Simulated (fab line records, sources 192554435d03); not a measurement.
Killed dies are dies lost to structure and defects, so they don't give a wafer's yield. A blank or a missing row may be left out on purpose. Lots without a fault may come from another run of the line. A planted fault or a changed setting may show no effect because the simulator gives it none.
Chamber matching | flow n5_finfet | N5_BEOL_M3_ETCH_64 on rie_diel-01: 4 sister chambers
The step etches SOC in N2/H2, target depth 75 nm, overetch 15 nm, time 112.5 s. 8 wafers are shown with their chamber, then 12 later ones without.

WAFERS WITH THEIR CHAMBER
wafer  | chamber | drypump_motor_current_A (A) | showerhead_plenum_p_Torr (Torr)
L081.5 | 0       | 6.3                         | 2.46
L084.6 | 1       | 5.7                         | 2.64
L086.1 | 3       | 5.3                         | 2.57
L086.2 | 2       | 5.1                         | 2.57
L086.3 | 0       | 6.4                         | 2.45
L090.2 | 3       | 5.3                         | 2.57
L090.3 | 1       | 5.8                         | 2.64
L090.6 | 2       | 5.1                         | 2.57

WAFERS WITHOUT THEIR CHAMBER
wafer  | drypump_motor_current_A (A) | showerhead_plenum_p_Torr (Torr)
L089.1 | 5.1                         | 2.56
L089.3 | 5.3                         | 2.57
L089.6 | 6.4                         | 2.45
L091.4 | 5.1                         | 2.56
L091.5 | 6.4                         | 2.45
L091.6 | 5.3                         | 2.57
L096.2 | 5.1                         | 2.56
L096.5 | 5.3                         | 2.56
L096.6 | 5.1                         | 2.56
L097.2 | 5.8                         | 2.63
L097.4 | 6.3                         | 2.44
L097.6 | 5.1                         | 2.56

WHICH CHAMBER EACH WENT THROUGH
wafer  | from the rows above | in truth
L089.1 | 2                   | 2
L089.3 | 3                   | 3
L089.6 | 0                   | 0
L091.4 | 2                   | 2
L091.5 | 0                   | 0
L091.6 | 3                   | 3
L096.2 | 2                   | 2
L096.5 | 3                   | 3
L096.6 | 2                   | 2
L097.2 | 1                   | 1
L097.4 | 0                   | 0
L097.6 | 2                   | 2
Placed correctly: 12 of 12. Can't be placed from these rows: 0. Placed wrongly: 0.
How it was worked out, from the rows above alone: a wafer's distance from a chamber is the root of the sum, over the readings, of the square of ((its reading less the chamber's mean) divided by the reading's scatter). The wafer belongs to the nearest chamber; if the next one is less than 2 further off, it can't be placed. A chamber's mean is the mean of its shown wafers. The scatter: the root of (the sum of the squares of (reading less its chamber's mean) over the shown wafers, divided by (wafers less chambers)).
